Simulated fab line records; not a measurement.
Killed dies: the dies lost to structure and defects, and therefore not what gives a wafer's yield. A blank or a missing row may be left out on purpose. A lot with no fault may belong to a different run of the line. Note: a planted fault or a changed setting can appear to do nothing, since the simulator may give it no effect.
Chamber matching | flow n5Finfet | rieDiel-06 running N5_BEOL_M0_TRENCH_ETCH_107: 4 sister chambers
The step etches SiOC in C4F6/O2, target depth 32.8 nm, time 16.4 s. 4 wafers are shown with their chamber, then 7 later ones without.

== WAFERS WITH THEIR CHAMBER ==
wafer  | chamber | showerheadPlenumPTorr (Torr)
L082.6 | 0       | 3.03
L086.6 | 1       | 2.78
L088.3 | 3       | 2.76
L088.4 | 2       | 2.93

== WAFERS WHOSE CHAMBER IS MISSING ==
wafer  | showerheadPlenumPTorr (Torr)
L088.6 | 3.02
L090.2 | 2.78
L090.5 | 3.02
L090.6 | 2.78
L094.2 | 3.01
L094.3 | 2.78
L094.6 | 3.02

== WHICH CHAMBER EACH ONE RAN IN ==
wafer  | from the rows above | in truth
L088.6 | 0                   | 0
L090.2 | 1                   | 1
L090.5 | 0                   | 0
L090.6 | 1                   | 1
L094.2 | 0                   | 0
L094.3 | 1                   | 1
L094.6 | 0                   | 0
7 of 7 placed correctly. Can't be placed from these rows: 0. Number placed wrongly: 0.
How it was worked out, from the rows above alone: a wafer's distance from a chamber is the root of the sum, over the readings, of the square of ((its reading less the chamber's mean) divided by the reading's scatter). If the next closest chamber is less than 2 further off than the closest, the wafer can't be placed; otherwise it belongs to the closest. For every chamber, the mean is computed from those of its wafers that are shown. The scatter: with one shown wafer a chamber, the root of the mean of the squares of how far each hidden wafer lies from its nearest shown one.
